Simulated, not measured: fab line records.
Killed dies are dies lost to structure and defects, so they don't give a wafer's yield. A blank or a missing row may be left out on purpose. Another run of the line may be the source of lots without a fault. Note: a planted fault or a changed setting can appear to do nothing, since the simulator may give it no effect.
Chamber matching / flow n5 finfet / N5_HKMG_FIN_CMP_94 on cmp-01: 4 sister chambers
The step polishes, stops on SiNx, t overpolish 4.7 s, target thk 43.299 nm. 8 wafers are shown with their chamber, then 7 later ones without.

## WAFERS, EACH WITH ITS CHAMBER
wafer=L080.1; chamber=1; motor current A (A)=14.7; pad life wafers=1026
wafer=L082.1; chamber=2; motor current A (A)=13.1; pad life wafers=1119
wafer=L082.3; chamber=1; motor current A (A)=15.3; pad life wafers=1118
wafer=L082.4; chamber=3; motor current A (A)=13.1; pad life wafers=1116
wafer=L084.2; chamber=0; motor current A (A)=15.5; pad life wafers=1244
wafer=L084.4; chamber=2; motor current A (A)=12.8; pad life wafers=1242
wafer=L085.1; chamber=0; motor current A (A)=15.3; pad life wafers=1290
wafer=L085.3; chamber=3; motor current A (A)=12.7; pad life wafers=1293

## WAFERS MISSING THEIR CHAMBER
wafer=L088.1; motor current A (A)=15.2; pad life wafers=1443
wafer=L091.1; motor current A (A)=15.2; pad life wafers=1561
wafer=L091.2; motor current A (A)=13.3; pad life wafers=1563
wafer=L091.4; motor current A (A)=13.0; pad life wafers=1560
wafer=L092.2; motor current A (A)=14.7; pad life wafers=1597
wafer=L092.3; motor current A (A)=13.5; pad life wafers=1596
wafer=L092.4; motor current A (A)=13.4; pad life wafers=1599

## CHAMBER TAKEN BY EACH
wafer=L088.1; from the rows above=0; in truth=0
wafer=L091.1; from the rows above=0; in truth=0
wafer=L091.2; from the rows above=can't be placed: 3 or 2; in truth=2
wafer=L091.4; from the rows above=can't be placed: 3 or 2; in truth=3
wafer=L092.2; from the rows above=can't be placed: 0 or 1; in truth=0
wafer=L092.3; from the rows above=can't be placed: 3 or 2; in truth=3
wafer=L092.4; from the rows above=can't be placed: 3 or 2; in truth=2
Placed correctly: 2 of 7. These rows do not allow placing 5 (true chamber among the candidates in 5). Number placed wrongly: 0.
How it was worked out, from the rows above alone: a wafer's distance from a chamber is the root of the sum, over the readings, of the square of ((its reading less the chamber's mean) divided by the reading's scatter). If the next closest chamber is less than 2 further off than the closest, the wafer can't be placed; otherwise it belongs to the closest. For every chamber, the mean is computed from those of its wafers that are shown. How the scatter is found: for the shown wafers, subtract from each reading the mean of its chamber, square and add these, divide the total by (wafers less chambers), then take the root.
